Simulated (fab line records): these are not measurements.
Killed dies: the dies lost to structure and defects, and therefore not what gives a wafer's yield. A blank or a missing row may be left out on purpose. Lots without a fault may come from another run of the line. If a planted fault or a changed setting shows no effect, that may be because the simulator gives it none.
2 desks looking at one fault ; flow n5 finfet ; what lay behind the numbers comes last; until then each desk has only its own

== AT THE METROLOGY DESK ==
Lot by lot, what the gauges showed, no matter which tool ran the lot: averages of those sampled wafers that carry a number. Marked OUT: a lot whose mean sits more than 4 standard deviations from the usual mean, which makes it out of limits; the brackets give that distance. It has 10 readings; the 7 that lie furthest out on some lot are the ones shown.
Columns: A = DIBL_N at N5_BEOL_M4_RC_MEAS_101, usual 35.9 mV/V; B = IOFF_N at N5_BEOL_M4_RC_MEAS_101, usual 0.149 nA/um; C = IOFF_P at N5_BEOL_M4_RC_MEAS_101, usual 0.205 nA/um; D = ION_N at N5_BEOL_M4_RC_MEAS_101, usual 671 uA/um; E = SS_N at N5_BEOL_M4_RC_MEAS_101, usual 71.4 mV/dec; F = SS_P at N5_BEOL_M4_RC_MEAS_101, usual 73.2 mV/dec; G = VT_N at N5_BEOL_M4_RC_MEAS_101, usual 250.6 mV
lot;first seen here;A;B;C;D;E;F;G
L519;day 11 12:47;35.6;0.140;0.196;665;70.7;72.9;251.2
L534;day 14 11:33;35.1;0.133;0.181;667;71.2;72.6;251.8
L532;day 14 18:57;37.6;0.175;0.230;682;72.0;73.8;247.0
L533;day 15 03:48;36.9;0.160;0.223;674;71.4;73.7;248.7
This desk found nothing out of limits on any of the 4 lots.

== DESK OF THE TOOL OWNER: ald sin-02 ==
The tool's own readings at N5_SDB_ALD_29 (deposits SiNx, target thk 30 nm, pulse time 1 s, ald cycles 600): means of the sampled wafers that have a number, for each lot that ran on this tool. Marked OUT: a lot whose mean sits more than 4 standard deviations from the usual mean, which makes it out of limits; the brackets give that distance.
Columns: A = heater power w at N5_SDB_ALD_29, usual 842 W; B = precursor pulse height rel at N5_SDB_ALD_29, usual 0.999
lot;first seen here;A;B
L519;day 5 14:17;873;0.987
L532;day 8 22:52;862;0.991
L533;day 9 04:53;906;0.993
This desk found nothing out of limits on any of the 3 lots.

== TAKEN TOGETHER ==
Metrology desk: nothing out of limits seen.
The tool owner's desk saw nothing out of limits.

== WHAT WAS PUT IN BY THE SIMULATOR ==
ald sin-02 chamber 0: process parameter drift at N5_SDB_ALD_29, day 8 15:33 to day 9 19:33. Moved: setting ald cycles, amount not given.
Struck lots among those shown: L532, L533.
